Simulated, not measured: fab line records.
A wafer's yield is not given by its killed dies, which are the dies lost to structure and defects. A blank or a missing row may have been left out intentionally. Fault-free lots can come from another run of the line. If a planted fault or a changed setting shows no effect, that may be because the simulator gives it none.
fab line records | flow n5-finfet | part 1 of 2: steps 1 to 20 of 27
record: lots: 5 | wafers: 15 | last-day: 17
route steps=1938 shown BEOL_M3@1020 BEOL_M4@1021
lots untouched by any fault: they come from a run of this same line in which no faults occurred
start-h: start of the lot's first displayed wafer, in hours after the record's first day | wait-h: how many hours have passed since the lot's step before this one | " same as the row above | L1.1+2: several wafers, shown together as one row | - value missing, or start not given | * or withheld: withheld | < > ~ a bound
route shown NAME@n: names a module that has steps shown in the file, with the first one's number in the route | usual: average and standard deviation across the fault-free wafers | same: alike in all rows | chamber/n: place in a boat | sites: per-site readings | _std_site: standard deviation across them | _edge_site: the outer-site mean with the inner-site mean subtracted | radius-mm: for every site, how far away it sits from the centre of the wafer | mask NAME#n: copy n | behind: the most recent tool/chamber to have shaped the wafer | hold: why the lot went on hold/how many hours it stayed there/how the hold came to an end | device: the transistor (n, p or np) that didn't switch | end of line: tests of these same wafers at the route's end | a step without rows: its recipe alone | killed: not the wafer's yield, but the dies lost to structure and defects at the first sort | map: dies across one wafer; x = killed, . = not, _ = none there
set.NAME: the setting the step ran with; set.NAME@STEP: the setting that earlier step ran with | model.NAME: the simulator's own value behind a step, which no gauge read
lots at selected steps of the route; one table per step, one row per wafer
services: from which hour (start-h, from the record's first day; less than 0 if before it) a tool's chamber was out of use, for how many hours, and why
== steps ==
step: N5_BEOL_M3_INSPECT_59
recipe: inspect-instrument: darkfield | mode: post-dep
usual: raw-defect-count: 74/25
lot.wafer | tool              | chamber | start-h | wait-h | raw-defect-count
L076.1    | defect-inspect-02 | -       | 158.44  | 0.0    | 43
L076.2    | "                 | -       | "       | "      | 70
L076.4    | "                 | -       | "       | "      | 71
L084.1    | defect-inspect-01 | -       | 214.05  | 0.0    | 66
L084.5    | "                 | -       | "       | "      | 87
L084.6    | "                 | -       | "       | "      | 78
L085.2    | defect-inspect-01 | -       | 223.29  | 0.0    | 75
L085.3    | "                 | -       | "       | "      | 78
L085.6    | "                 | -       | "       | "      | 88
L095.3    | defect-inspect-01 | -       | 282.64  | 0.0    | 72
L095.4    | "                 | -       | "       | "      | 146
L095.6    | "                 | -       | "       | "      | 87
L097.1    | defect-inspect-01 | -       | 297.33  | 0.0    | 50
L097.2    | "                 | -       | "       | "      | 62
L097.4    | "                 | -       | "       | "      | 55
step: N5_BEOL_M4_ILD_DEP_00
recipe: material: SiOC | target-thk-a: 790 | temp-c: 350 | precursor: DEMS/O2 | pressure-torr: 5 | rf-w: 500 | time-s: 15.3
usual: heater-power-w: 477/61 | showerhead-plenum-p-Torr: 5.693/0.014 | throttle-valve-pct: 12.1/0.65
lot.wafer | tool     | chamber | start-h | wait-h | heater-power-w | showerhead-plenum-p-Torr | throttle-valve-pct
L076.1    | pecvd-04 | 2       | 158.48  | 0.0    | 457            | 5.675                    | 11.5
L076.2    | "        | 0       | "       | "      | 499            | 5.689                    | 12.9
L076.4    | "        | 2       | "       | "      | 445            | 5.683                    | 11.1
L084.1    | pecvd-04 | 1       | 214.08  | 0.0    | 499            | 5.695                    | 12.5
L084.5    | "        | 0       | "       | "      | 536            | 5.684                    | 12.9
L084.6    | "        | 1       | "       | "      | 486            | 5.701                    | 12.4
L085.2    | pecvd-01 | 1       | 223.33  | 0.0    | 441            | 5.704                    | 11.9
L085.3    | "        | 2       | "       | "      | 397            | 5.681                    | 11.7
L085.6    | "        | 0       | "       | "      | 396            | 5.710                    | 11.1
L095.3    | pecvd-02 | 1       | 282.68  | 0.0    | 414            | 5.706                    | 12.5
L095.4    | "        | 0       | "       | "      | 665            | 5.701                    | 11.5
L095.6    | "        | 2       | "       | "      | 438            | 5.679                    | 11.6
L097.1    | pecvd-04 | 1       | 297.37  | 0.0    | 477            | 5.692                    | 12.3
L097.2    | "        | 0       | "       | "      | 530            | 5.658                    | 12.9
L097.4    | "        | 2       | "       | "      | 508            | 5.676                    | 11.7
step: N5_BEOL_M4_THK_MEAS_01
recipe: reads: SiOC_of_BEOL_M4_ILD_DEP_00
usual: M4_ILD_THK: 79.2/1.4
lot.wafer | tool          | chamber | start-h | wait-h | M4_ILD_THK[nm]
L076.1    | film-metro-02 | -       | 158.55  | 0.0    | 79.6
L076.2    | "             | -       | "       | "      | 78.7
L076.4    | "             | -       | "       | "      | 79.8
L084.1    | film-metro-02 | -       | 214.15  | 0.0    | 79.6
L084.5    | "             | -       | "       | "      | 81.9
L084.6    | "             | -       | "       | "      | 80.6
L085.2    | film-metro-02 | -       | 223.40  | 0.1    | 78.1
L085.3    | "             | -       | "       | "      | 78.7
L085.6    | "             | -       | "       | "      | 82.1
L095.3    | film-metro-02 | -       | 282.75  | 0.1    | 78.1
L095.4    | "             | -       | "       | "      | 78.4
L095.6    | "             | -       | "       | "      | 78.9
L097.1    | film-metro-01 | -       | 297.43  | 0.1    | 76.9
L097.2    | "             | -       | "       | "      | 78.7
L097.4    | "             | -       | "       | "      | 79.7
step: N5_BEOL_M4_PECVD_72
recipe: material: SiO2 | target-thk-a: 160 | temp-c: 400 | precursor: TEOS/O2 | pressure-torr: 5.5 | rf-w: 450 | teos-flow-sccm: 53.8 | gas: O2 | flow-sccm: 3000 | time-s: 18
usual: heater-power-w: 703/97 | showerhead-plenum-p-Torr: 8.78/0.051 | throttle-valve-pct: 22.5/1.2
lot.wafer | tool     | chamber | start-h | wait-h | heater-power-w | showerhead-plenum-p-Torr | throttle-valve-pct
L076.1    | pecvd-01 | 1       | 158.59  | 0.0    | 681            | 8.84                     | 22.2
L076.2    | "        | 0       | "       | "      | 644            | 8.79                     | 21.5
L076.4    | "        | 1       | "       | "      | 660            | 8.87                     | 22.1
L084.1    | pecvd-01 | 0       | 214.19  | 0.0    | 649            | 8.81                     | 21.4
L084.5    | "        | 1       | "       | "      | 629            | 8.85                     | 22.1
L084.6    | "        | 2       | "       | "      | 633            | 8.76                     | 22.0
L085.2    | pecvd-04 | 1       | 223.44  | 0.0    | 639            | 8.85                     | 23.5
L085.3    | "        | 2       | "       | "      | 673            | 8.72                     | 21.4
L085.6    | "        | 1       | "       | "      | 626            | 8.85                     | 23.4
L095.3    | pecvd-04 | 1       | 282.78  | 0.0    | 709            | 8.85                     | 23.7
L095.4    | "        | 0       | "       | "      | 676            | 8.72                     | 24.0
L095.6    | "        | 1       | "       | "      | 713            | 8.87                     | 23.5
L097.1    | pecvd-02 | 0       | 297.47  | 0.0    | 931            | 8.78                     | 21.1
L097.2    | "        | 1       | "       | "      | 642            | 8.81                     | 23.5
L097.4    | "        | 1       | "       | "      | 644            | 8.80                     | 23.6
step: N5_BEOL_M4_HM_DEP_02
recipe: material: TiN | target-thk-a: 200 | temp-c: 25 | chamber-pressure-pa: 0.49996
usual: throttle-valve-pct: 30.0/1
lot.wafer | tool           | chamber | start-h | wait-h | throttle-valve-pct
L076.1    | pvd-sputter-03 | -       | 159.05  | 0.5    | 30.0
L076.2    | "              | -       | "       | "      | 29.0
L076.4    | "              | -       | "       | "      | 30.0
L084.1    | pvd-sputter-02 | -       | 214.24  | 0.0    | 29.6
L084.5    | "              | -       | "       | "      | 29.7
L084.6    | "              | -       | "       | "      | 31.0
L085.2    | pvd-sputter-01 | -       | 225.12  | 1.7    | 30.9
L085.3    | "              | -       | "       | "      | 29.2
L085.6    | "              | -       | "       | "      | 29.2
L095.3    | pvd-sputter-01 | -       | 283.88  | 1.1    | 30.9
L095.4    | "              | -       | "       | "      | 29.6
L095.6    | "              | -       | "       | "      | 31.9
L097.1    | pvd-sputter-01 | -       | 297.75  | 0.3    | 30.1
L097.2    | "              | -       | "       | "      | 31.6
L097.4    | "              | -       | "       | "      | 30.9
step: N5_BEOL_M4_COAT_61
recipe: resist: SOC | temp-c: 250 | time-s: 60 | spin-rpm: 1500 | resist-thk-nm: 60
usual: resist-line-temp-C: 23.00/0.12 | spin-speed-rpm: 1500.1/1
lot.wafer | tool           | chamber | start-h | wait-h | resist-line-temp-C | spin-speed-rpm
L076.1    | litho-track-03 | 0       | 159.18  | 0.1    | 22.90              | 1500.4
L076.2    | "              | 0       | "       | "      | 22.76              | 1499.4
L076.4    | "              | 0       | "       | "      | 22.79              | 1501.8
L084.1    | litho-track-01 | 0       | 214.37  | 0.1    | 23.04              | 1499.9
L084.5    | "              | 0       | "       | "      | 22.89              | 1499.3
L084.6    | "              | 0       | "       | "      | 22.95              | 1499.0
L085.2    | litho-track-03 | 0       | 225.24  | 0.1    | 23.18              | 1499.3
L085.3    | "              | 0       | "       | "      | 23.18              | 1499.3
L085.6    | "              | 0       | "       | "      | 23.14              | 1499.8
L095.3    | litho-track-01 | 0       | 284.01  | 0.1    | 23.02              | 1500.2
L095.4    | "              | 0       | "       | "      | 23.20              | 1499.0
L095.6    | "              | 0       | "       | "      | 23.04              | 1498.8
L097.1    | litho-track-03 | 0       | 297.87  | 0.1    | 23.20              | 1499.6
L097.2    | "              | 0       | "       | "      | 23.07              | 1501.0
L097.4    | "              | 0       | "       | "      | 23.10              | 1499.6
step: N5_BEOL_M4_COAT_62
recipe: resist: SiARC | temp-c: 220 | time-s: 60 | spin-rpm: 1500 | resist-thk-nm: 12
usual: resist-line-temp-C: 23.03/0.1 | spin-speed-rpm: 1499.9/0.92
lot.wafer | tool           | chamber | start-h | wait-h | resist-line-temp-C | spin-speed-rpm
L076.1    | litho-track-03 | 0       | -       | -      | 22.96              | 1499.7
L076.2    | "              | 0       | "       | "      | 23.00              | 1499.3
L076.4    | "              | 0       | "       | "      | 23.00              | 1500.6
L084.1    | litho-track-01 | 0       | -       | -      | 23.07              | 1500.0
L084.5    | "              | 0       | "       | "      | 23.18              | 1499.1
L084.6    | "              | 0       | "       | "      | 23.13              | 1500.7
L085.2    | litho-track-03 | 0       | -       | -      | 22.99              | 1499.8
L085.3    | "              | 0       | "       | "      | 23.08              | 1500.7
L085.6    | "              | 0       | "       | "      | 22.90              | 1501.2
L095.3    | litho-track-01 | 0       | -       | -      | 23.35              | 1500.3
L095.4    | "              | 0       | "       | "      | 23.01              | 1499.8
L095.6    | "              | 0       | "       | "      | 23.13              | 1500.1
L097.1    | litho-track-03 | 0       | -       | -      | 22.86              | 1498.8
L097.2    | "              | 0       | "       | "      | 22.97              | 1500.4
L097.4    | "              | 0       | "       | "      | 22.89              | 1499.7
step: N5_BEOL_M4_COAT_73
recipe: resist: underlayer | temp-c: 205 | time-s: 60 | spin-rpm: 1500 | resist-thk-nm: 5
usual: resist-line-temp-C: 22.97/0.11 | spin-speed-rpm: 1500.1/0.93
lot.wafer | tool           | chamber | start-h | wait-h | resist-line-temp-C | spin-speed-rpm
L076.1    | litho-track-03 | 0       | -       | -      | 23.13              | 1501.1
L076.2    | "              | 0       | "       | "      | 23.05              | 1499.8
L076.4    | "              | 0       | "       | "      | 22.98              | 1500.4
L084.1    | litho-track-01 | 0       | -       | -      | 23.00              | 1500.5
L084.5    | "              | 0       | "       | "      | 22.87              | 1499.1
L084.6    | "              | 0       | "       | "      | 22.94              | 1500.7
L085.2    | litho-track-03 | 0       | -       | -      | 22.90              | 1500.1
L085.3    | "              | 0       | "       | "      | 22.84              | 1501.2
L085.6    | "              | 0       | "       | "      | 23.03              | 1498.2
L095.3    | litho-track-01 | 0       | -       | -      | 23.02              | 1499.9
L095.4    | "              | 0       | "       | "      | 23.06              | 1500.3
L095.6    | "              | 0       | "       | "      | 22.82              | 1500.7
L097.1    | litho-track-03 | 0       | -       | -      | 22.85              | 1498.9
L097.2    | "              | 0       | "       | "      | 22.78              | 1499.2
L097.4    | "              | 0       | "       | "      | 22.87              | 1500.5
step: N5_BEOL_M4_COAT_05
recipe: resist: CAR-EUV | spin-rpm: 1500 | resist-thk-nm: 30
usual: resist-line-temp-C: 22.99/0.091 | spin-speed-rpm: 1500.0/0.96
lot.wafer | tool           | chamber | start-h | wait-h | resist-line-temp-C | spin-speed-rpm
L076.1    | litho-track-03 | 0       | -       | -      | 22.79              | 1501.2
L076.2    | "              | 0       | "       | "      | 22.84              | 1500.8
L076.4    | "              | 0       | "       | "      | 22.76              | 1501.0
L084.1    | litho-track-01 | 0       | -       | -      | 23.11              | 1499.3
L084.5    | "              | 0       | "       | "      | 22.97              | 1499.2
L084.6    | "              | 0       | "       | "      | 23.02              | 1500.3
L085.2    | litho-track-03 | 0       | -       | -      | 23.05              | 1501.2
L085.3    | "              | 0       | "       | "      | 22.89              | 1499.7
L085.6    | "              | 0       | "       | "      | 22.92              | 1500.9
L095.3    | litho-track-01 | 0       | -       | -      | 23.08              | 1498.2
L095.4    | "              | 0       | "       | "      | 23.10              | 1499.5
L095.6    | "              | 0       | "       | "      | 23.14              | 1498.0
L097.1    | litho-track-03 | 0       | -       | -      | 22.91              | 1499.9
L097.2    | "              | 0       | "       | "      | 23.03              | 1500.5
L097.4    | "              | 0       | "       | "      | 22.82              | 1500.8
step: N5_BEOL_M4_EBR_07
recipe: solvent: PGMEA | ebr-width-mm: 1.5
usual: resist-line-temp-C: 22.98/0.11
same: ebr-width-mm: 1.5
lot.wafer | tool           | chamber | start-h | wait-h | resist-line-temp-C
L076.1    | litho-track-03 | 0       | -       | -      | 22.89
L076.2    | "              | 0       | "       | "      | 22.86
L076.4    | "              | 0       | "       | "      | 22.87
L084.1    | litho-track-01 | 0       | -       | -      | 22.94
L084.5    | "              | 0       | "       | "      | 23.08
L084.6    | "              | 0       | "       | "      | 23.04
L085.2    | litho-track-03 | 0       | -       | -      | 22.85
L085.3    | "              | 0       | "       | "      | 23.03
L085.6    | "              | 0       | "       | "      | 22.94
L095.3    | litho-track-01 | 0       | -       | -      | 23.08
L095.4    | "              | 0       | "       | "      | 22.96
L095.6    | "              | 0       | "       | "      | 22.90
L097.1    | litho-track-03 | 0       | -       | -      | 22.99
L097.2    | "              | 0       | "       | "      | 22.84
L097.4    | "              | 0       | "       | "      | 22.87
step: N5_BEOL_M4_SOFTBAKE_06
recipe: temp-c: 110 | time-s: 60 | resist: CAR-EUV
usual: resist-line-temp-C: 23.01/0.12
lot.wafer | tool           | chamber | start-h | wait-h | resist-line-temp-C
L076.1    | litho-track-03 | 0       | -       | -      | 22.98
L076.2    | "              | 0       | "       | "      | 23.01
L076.4    | "              | 0       | "       | "      | 23.05
L084.1    | litho-track-01 | 0       | -       | -      | 22.97
L084.5    | "              | 0       | "       | "      | 22.95
L084.6    | "              | 0       | "       | "      | 22.95
L085.2    | litho-track-03 | 0       | -       | -      | 23.40
L085.3    | "              | 0       | "       | "      | 23.28
L085.6    | "              | 0       | "       | "      | 23.15
L095.3    | litho-track-01 | 0       | -       | -      | 22.91
L095.4    | "              | 0       | "       | "      | 22.75
L095.6    | "              | 0       | "       | "      | 22.89
L097.1    | litho-track-03 | 0       | -       | -      | 23.01
L097.2    | "              | 0       | "       | "      | 22.95
L097.4    | "              | 0       | "       | "      | 22.92
step: N5_BEOL_M4_EXPOSE_08
recipe: mask-id: M4 | na: 0.33 | source-shape: dipole | sigma-inner: 0.369 | sigma-outer: 0.767 | polarization: unpolarized | dose-mj: 41.25
usual: stage-msd-nm: 0.900/0.015
lot.wafer | tool           | chamber | start-h | wait-h | mask | stage-msd-nm
L076.1    | euv-scanner-01 | 0       | 159.44  | -      | M4#0 | 0.906
L076.2    | "              | 0       | "       | "      | M4#0 | 0.909
L076.4    | "              | 0       | "       | "      | M4#0 | 0.911
L084.1    | euv-scanner-01 | 0       | 214.51  | -      | M4#0 | 0.917
L084.5    | "              | 0       | "       | "      | M4#0 | 0.918
L084.6    | "              | 0       | "       | "      | M4#0 | 0.916
L085.2    | euv-scanner-01 | 0       | 225.39  | -      | M4#0 | 0.915
L085.3    | "              | 0       | "       | "      | M4#0 | 0.916
L085.6    | "              | 0       | "       | "      | M4#0 | 0.917
L095.3    | euv-scanner-02 | 0       | 284.38  | -      | M4#0 | 0.887
L095.4    | "              | 0       | "       | "      | M4#0 | 0.886
L095.6    | "              | 0       | "       | "      | M4#0 | 0.887
L097.1    | euv-scanner-02 | 0       | 298.01  | -      | M4#0 | 0.890
L097.2    | "              | 0       | "       | "      | M4#0 | 0.886
L097.4    | "              | 0       | "       | "      | M4#0 | 0.887
step: N5_BEOL_M4_PEB_09
recipe: peb-temp-c: 100 | peb-time-s: 60 | resist: CAR-EUV
usual: resist-line-temp-C: 22.99/0.094
lot.wafer | tool           | chamber | start-h | wait-h | resist-line-temp-C
L076.1    | litho-track-04 | 0       | 159.51  | 0.1    | 23.01
L076.2    | "              | 0       | "       | "      | 23.01
L076.4    | "              | 0       | "       | "      | 22.94
L084.1    | litho-track-03 | 0       | 214.57  | 0.1    | 23.03
L084.5    | "              | 0       | "       | "      | 22.98
L084.6    | "              | 0       | "       | "      | 22.87
L085.2    | litho-track-01 | 0       | 225.45  | 0.1    | 22.85
L085.3    | "              | 0       | "       | "      | 22.95
L085.6    | "              | 0       | "       | "      | 22.94
L095.3    | litho-track-01 | 0       | 284.43  | 0.0    | 23.00
L095.4    | "              | 0       | "       | "      | 22.96
L095.6    | "              | 0       | "       | "      | 22.81
L097.1    | litho-track-03 | 0       | 298.07  | 0.1    | 22.83
L097.2    | "              | 0       | "       | "      | 23.16
L097.4    | "              | 0       | "       | "      | 23.02
step: N5_BEOL_M4_DEVELOP_10
recipe: develop-time-s: 30 | developer: TMAH | resist: CAR-EUV | rinse-liquid: surfactant-rinse | dry: air-spin | dev-temp-c: 23
usual: resist-line-temp-C: 23.00/0.12
lot.wafer | tool           | chamber | start-h | wait-h | resist-line-temp-C
L076.1    | litho-track-04 | 0       | -       | -      | 22.77
L076.2    | "              | 0       | "       | "      | 22.81
L076.4    | "              | 0       | "       | "      | 22.77
L084.1    | litho-track-03 | 0       | -       | -      | 23.20
L084.5    | "              | 0       | "       | "      | 23.00
L084.6    | "              | 0       | "       | "      | 23.05
L085.2    | litho-track-01 | 0       | -       | -      | 23.00
L085.3    | "              | 0       | "       | "      | 23.18
L085.6    | "              | 0       | "       | "      | 22.99
L095.3    | litho-track-01 | 0       | -       | -      | 23.22
L095.4    | "              | 0       | "       | "      | 23.12
L095.6    | "              | 0       | "       | "      | 23.14
L097.1    | litho-track-03 | 0       | -       | -      | 23.08
L097.2    | "              | 0       | "       | "      | 23.06
L097.4    | "              | 0       | "       | "      | 23.15
step: N5_BEOL_M4_CD_MEAS_11
recipe: target-cd-nm: 16.79 | landing-energy-ev: 500 | detector: se-inlens | polarity: opening
usual: cd-nm: 16.8/0.31
lot.wafer | tool      | chamber | start-h | wait-h | cd-nm
L076.1    | cd-sem-01 | 0       | 159.57  | -      | 16.8
L076.2    | "         | 0       | "       | "      | 16.5
L076.4    | "         | 0       | "       | "      | 16.8
L084.1    | cd-sem-03 | 0       | 214.64  | -      | 17.3
L084.5    | "         | 0       | "       | "      | 16.6
L084.6    | "         | 0       | "       | "      | 16.7
L085.2    | cd-sem-03 | 0       | 225.51  | -      | 16.7
L085.3    | "         | 0       | "       | "      | 17.0
L085.6    | "         | 0       | "       | "      | 16.7
L095.3    | cd-sem-02 | 0       | 284.50  | -      | 16.1
L095.4    | "         | 0       | "       | "      | 16.8
L095.6    | "         | 0       | "       | "      | 16.4
L097.1    | cd-sem-03 | 0       | 298.14  | -      | 17.3
L097.2    | "         | 0       | "       | "      | 16.6
L097.4    | "         | 0       | "       | "      | 17.2
step: N5_BEOL_M4_OVL_MEAS_12
recipe: points-per-wafer: 522
usual: M4_OVL: -0.2/0.62
lot.wafer | tool       | chamber | start-h | wait-h | M4_OVL[nm]
L076.1    | overlay-01 | 0       | 159.61  | 0.0    | -0.8
L076.2    | "          | 0       | "       | "      | -1.8
L076.4    | "          | 0       | "       | "      | -1.2
L084.1    | overlay-02 | 0       | 214.67  | 0.0    | -0.3
L084.5    | "          | 0       | "       | "      | 0.2
L084.6    | "          | 0       | "       | "      | -0.4
L085.2    | overlay-02 | 0       | 225.55  | 0.0    | 0.2
L085.3    | "          | 0       | "       | "      | -0.8
L085.6    | "          | 0       | "       | "      | -0.7
L095.3    | overlay-02 | 0       | 284.54  | 0.0    | -0.5
L095.4    | "          | 0       | "       | "      | 0.3
L095.6    | "          | 0       | "       | "      | -0.2
L097.1    | overlay-02 | 0       | 298.17  | 0.0    | -0.6
L097.2    | "          | 0       | "       | "      | 0.1
L097.4    | "          | 0       | "       | "      | -1.1
step: N5_BEOL_M4_INSPECT_13
recipe: mode: adi | inspect-instrument: brightfield
usual: raw-defect-count: 404/83
lot.wafer | tool              | chamber | start-h | wait-h | raw-defect-count
L076.1    | defect-inspect-01 | -       | 159.67  | 0.1    | 358
L076.2    | "                 | -       | "       | "      | 283
L076.4    | "                 | -       | "       | "      | 340
L084.1    | defect-inspect-01 | -       | 214.73  | 0.1    | 365
L084.5    | "                 | -       | "       | "      | 383
L084.6    | "                 | -       | "       | "      | 457
L085.2    | defect-inspect-01 | -       | 225.60  | 0.0    | 323
L085.3    | "                 | -       | "       | "      | 351
L085.6    | "                 | -       | "       | "      | 382
L095.3    | defect-inspect-01 | -       | 284.59  | 0.0    | 449
L095.4    | "                 | -       | "       | "      | 653
L095.6    | "                 | -       | "       | "      | 483
L097.1    | defect-inspect-02 | -       | 298.23  | 0.1    | 280
L097.2    | "                 | -       | "       | "      | 384
L097.4    | "                 | -       | "       | "      | 368
step: N5_BEOL_M4_DESCUM_16
recipe: chemistry: O2 | time-s: 7 | source-power-w: 50 | bias-power-w: 20 | pressure-mtorr: 20 | rf-frequency-hz: 2.712e+07 | temp-c: 40 | resist: CAR-EUV | o2-flow-sccm: 225
usual: drypump-motor-current-A: 5.5/0.37 | oes-product-au: 0.81/0.1 | rf-vpp-V: 242.9/1.6 | showerhead-plenum-p-Torr: 2.07/0.093 | throttle-valve-pct: 20.4/0.3
lot.wafer | tool        | chamber | start-h | wait-h | drypump-motor-current-A | oes-product-au | rf-hours-counter-h | rf-vpp-V | showerhead-plenum-p-Torr | throttle-valve-pct
L076.1    | rie-diel-04 | 2       | 159.71  | 0.0    | 5.7                     | 0.70           | 228                | 243.7    | 2.13                     | 20.6
L076.2    | "           | 3       | "       | "      | 5.0                     | 0.66           | 252                | 242.9    | 2.15                     | 20.5
L076.4    | "           | 2       | "       | "      | 5.7                     | 0.70           | -                  | 243.2    | 2.13                     | 20.6
L084.1    | rie-diel-04 | 3       | 214.76  | 0.0    | 5.1                     | 0.91           | 12                 | 244.8    | 2.15                     | 19.9
L084.5    | "           | 1       | "       | "      | 5.6                     | 1.02           | -                  | 244.0    | 2.21                     | 20.0
L084.6    | "           | 3       | "       | "      | 5.0                     | 0.91           | -                  | 244.5    | 2.15                     | 19.9
L085.2    | rie-diel-04 | 3       | 225.63  | 0.0    | 5.1                     | 0.90           | 17                 | 243.6    | 2.15                     | 19.9
L085.3    | "           | 0       | "       | "      | 6.0                     | 0.88           | 28                 | 244.2    | 2.13                     | 20.2
L085.6    | "           | 3       | "       | "      | 5.1                     | 0.89           | -                  | 243.9    | 2.15                     | 19.9
L095.3    | rie-diel-04 | 2       | 284.62  | 0.0    | 5.7                     | 0.88           | 23                 | 244.3    | 2.11                     | 20.4
L095.4    | "           | 0       | "       | "      | 6.0                     | 0.85           | 51                 | 242.8    | 2.12                     | 20.2
L095.6    | "           | 0       | "       | "      | 6.0                     | 0.84           | -                  | 244.3    | 2.12                     | 20.2
L097.1    | rie-diel-05 | 2       | 298.65  | 0.4    | 5.7                     | 0.73           | 188                | 241.0    | 1.92                     | 21.0
L097.2    | "           | 0       | "       | "      | 4.9                     | 0.68           | 235                | 240.9    | 1.95                     | 20.4
L097.4    | "           | 0       | "       | "      | 4.9                     | 0.69           | -                  | 240.0    | 1.95                     | 20.5
step: N5_BEOL_M4_ETCH_74
recipe: chemistry: N2/H2 | target: underlayer | target-depth-a: 65 | mask-material: CAR-EUV | time-s: 5.2 | ion-energy-ev: 200 | pressure-mtorr: 30 | source-w: 840 | bias-w: 150 | n2-flow-sccm: 200 | h2-flow-sccm: 200 | ends: cleared
usual: drypump-motor-current-A: 5.5/0.37 | etch-rf-on-time-s: 5.26/0.18 | h2-flow-sccm: 200.0/0.61 | oes-product-au: 0.68/0.083 | rf-vpp-V: 523/3.2 | showerhead-plenum-p-Torr: 2.53/0.11 | throttle-valve-pct: 17.83/0.3
lot.wafer | tool        | chamber | start-h | wait-h | drypump-motor-current-A | etch-rf-on-time-s | h2-flow-sccm | oes-product-au | rf-hours-counter-h | rf-vpp-V | showerhead-plenum-p-Torr | throttle-valve-pct
L076.1    | rie-diel-04 | 2       | 159.74  | 0.0    | 5.7                     | 5.37              | 200.4        | 0.59           | 228                | 526      | 2.58                     | 18.00
L076.2    | "           | 3       | "       | "      | 5.1                     | 5.18              | 200.6        | 0.58           | 252                | 525      | 2.62                     | 17.96
L076.4    | "           | 2       | "       | "      | 5.7                     | 5.43              | 200.4        | 0.59           | -                  | 525      | 2.58                     | 17.99
L084.1    | rie-diel-04 | 3       | 214.80  | 0.0    | 5.0                     | 4.94              | 201.4        | 0.80           | 12                 | 526      | 2.62                     | 17.42
L084.5    | "           | 1       | "       | "      | 5.6                     | 5.31              | 199.7        | 0.84           | -                  | 530      | 2.73                     | 17.74
L084.6    | "           | 3       | "       | "      | 5.1                     | 4.94              | 201.0        | 0.79           | -                  | 528      | 2.62                     | 17.41
L085.2    | rie-diel-04 | 3       | 225.67  | 0.0    | 5.1                     | 4.93              | 200.8        | 0.78           | 17                 | 523      | 2.61                     | 17.42
L085.3    | "           | 0       | "       | "      | 6.0                     | 5.37              | 200.3        | 0.74           | 28                 | 526      | 2.59                     | 17.51
L085.6    | "           | 3       | "       | "      | 5.1                     | 4.95              | 200.0        | 0.78           | -                  | 525      | 2.61                     | 17.41
L095.3    | rie-diel-04 | 2       | 284.65  | 0.0    | 5.7                     | 5.38              | 199.4        | 0.75           | 23                 | 523      | 2.56                     | 17.75
L095.4    | "           | 0       | "       | "      | 6.0                     | 5.30              | 199.9        | 0.71           | 51                 | 524      | 2.58                     | 17.56
L095.6    | "           | 0       | "       | "      | 6.0                     | 5.28              | 200.5        | 0.71           | -                  | 526      | 2.58                     | 17.57
L097.1    | rie-diel-05 | 2       | 298.68  | 0.0    | 5.7                     | 5.16              | 200.3        | 0.64           | 188                | 520      | 2.34                     | 18.45
L097.2    | "           | 0       | "       | "      | 4.9                     | 5.19              | 198.6        | 0.59           | 235                | 518      | 2.42                     | 18.16
L097.4    | "           | 0       | "       | "      | 4.9                     | 5.12              | 199.1        | 0.59           | -                  | 519      | 2.42                     | 18.19
step: N5_BEOL_M4_ETCH_63
recipe: chemistry: CF4 | target: SiARC | target-depth-a: 156 | mask-material: CAR-EUV | time-s: 26 | ion-energy-ev: 80 | pressure-mtorr: 40 | source-w: 545 | bias-w: 36 | Ar_flow_sccm: 100 | cf4-flow-sccm: 100 | ends: cleared
usual: drypump-motor-current-A: 5.5/0.37 | etch-rf-on-time-s: 26.3/1 | oes-product-au: 0.68/0.08 | rf-vpp-V: 183.9/1.3 | showerhead-plenum-p-Torr: 2.13/0.089 | throttle-valve-pct: 15.6/0.31
lot.wafer | tool        | chamber | start-h | wait-h | drypump-motor-current-A | etch-rf-on-time-s | oes-product-au | rf-hours-counter-h | rf-vpp-V | showerhead-plenum-p-Torr | throttle-valve-pct
L076.1    | rie-diel-04 | 2       | 159.76  | 0.0    | 5.7                     | 27.5              | 0.59           | 228                | 184.9    | 2.21                     | 16.0
L076.2    | "           | 3       | "       | "      | 5.0                     | 25.7              | 0.58           | 252                | 185.4    | 2.19                     | 15.6
L076.4    | "           | 2       | "       | "      | 5.7                     | 27.2              | 0.59           | -                  | 184.3    | 2.21                     | 16.0
L084.1    | rie-diel-04 | 3       | 214.81  | 0.0    | 5.0                     | 24.7              | 0.80           | 12                 | 185.5    | 2.18                     | 15.0
L084.5    | "           | 1       | "       | "      | 5.6                     | 26.5              | 0.84           | -                  | 185.3    | 2.27                     | 15.3
L084.6    | "           | 3       | "       | "      | 5.1                     | 25.0              | 0.79           | -                  | 184.1    | 2.18                     | 15.0
L085.2    | rie-diel-04 | 3       | 225.69  | 0.0    | 5.1                     | 24.5              | 0.79           | 17                 | 184.2    | 2.18                     | 15.0
L085.3    | "           | 0       | "       | "      | 6.0                     | 27.0              | 0.74           | 28                 | 184.9    | 2.18                     | 15.3
L085.6    | "           | 3       | "       | "      | 5.1                     | 24.6              | 0.78           | -                  | 185.0    | 2.18                     | 15.0
L095.3    | rie-diel-04 | 2       | 284.67  | 0.0    | 5.7                     | 27.4              | 0.75           | 23                 | 185.1    | 2.19                     | 15.7
L095.4    | "           | 0       | "       | "      | 6.0                     | 27.1              | 0.71           | 51                 | 184.3    | 2.17                     | 15.3
L095.6    | "           | 0       | "       | "      | 6.0                     | 27.1              | 0.71           | -                  | 183.6    | 2.17                     | 15.3
L097.1    | rie-diel-05 | 2       | 298.70  | 0.0    | 5.7                     | 25.8              | 0.64           | 188                | 181.3    | 1.97                     | 16.1
L097.2    | "           | 0       | "       | "      | 4.9                     | 25.4              | 0.58           | 235                | 182.0    | 2.04                     | 15.9
L097.4    | "           | 0       | "       | "      | 4.9                     | 25.3              | 0.59           | -                  | 182.0    | 2.04                     | 15.9
